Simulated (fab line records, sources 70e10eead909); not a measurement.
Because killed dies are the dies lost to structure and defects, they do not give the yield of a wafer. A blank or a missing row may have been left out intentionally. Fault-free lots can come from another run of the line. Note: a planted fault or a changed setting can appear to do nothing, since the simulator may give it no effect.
Matching of chambers -- flow nand harc -- NHARC_A_STAIRCASE_DESCUM_186 on rie diel-08 has 4 sister chambers
The step chemistry O2, time 3 s. 8 wafers are shown with their chamber, then 11 later ones without.

== WAFERS, EACH WITH ITS CHAMBER ==
wafer,chamber,showerhead plenum p Torr (Torr),drypump motor current A (A)
L076.5,1,1.82,6.5
L078.6,1,1.82,6.4
L082.1,0,1.89,5.7
L082.3,3,1.87,6.4
L079.2,0,1.89,5.7
L079.4,3,1.87,6.4
L079.6,2,1.89,6.3
L088.3,2,1.88,6.3

== WAFERS WITH NO CHAMBER GIVEN ==
wafer,showerhead plenum p Torr (Torr),drypump motor current A (A)
L088.4,1.81,6.4
L088.6,1.89,5.7
L090.1,1.88,6.3
L090.2,1.87,6.4
L090.3,1.89,5.7
L096.1,1.88,6.3
L096.3,1.88,5.6
L096.5,1.87,6.4
L095.2,1.88,6.3
L095.4,1.87,6.4
L095.6,1.88,6.2

== CHAMBER TAKEN BY EACH ==
wafer,from the rows above,in truth
L088.4,1,1
L088.6,0,0
L090.1,2,2
L090.2,3,3
L090.3,0,0
L096.1,2,2
L096.3,0,0
L096.5,3,3
L095.2,2,2
L095.4,3,3
L095.6,2,2
11 of 11 placed correctly. Can't be placed from these rows: 0. Number placed wrongly: 0.
How it was worked out, from the rows above alone: a wafer's distance from a chamber is the root of the sum, over the readings, of the square of ((its reading less the chamber's mean) divided by the reading's scatter). If the next closest chamber is less than 2 further off than the closest, the wafer can't be placed; otherwise it belongs to the closest. The mean given for a chamber averages the wafers shown for that chamber. The scatter is the square root of a quotient: the sum, over the shown wafers, of each reading's squared deviation from its chamber's mean, divided by wafers minus chambers.
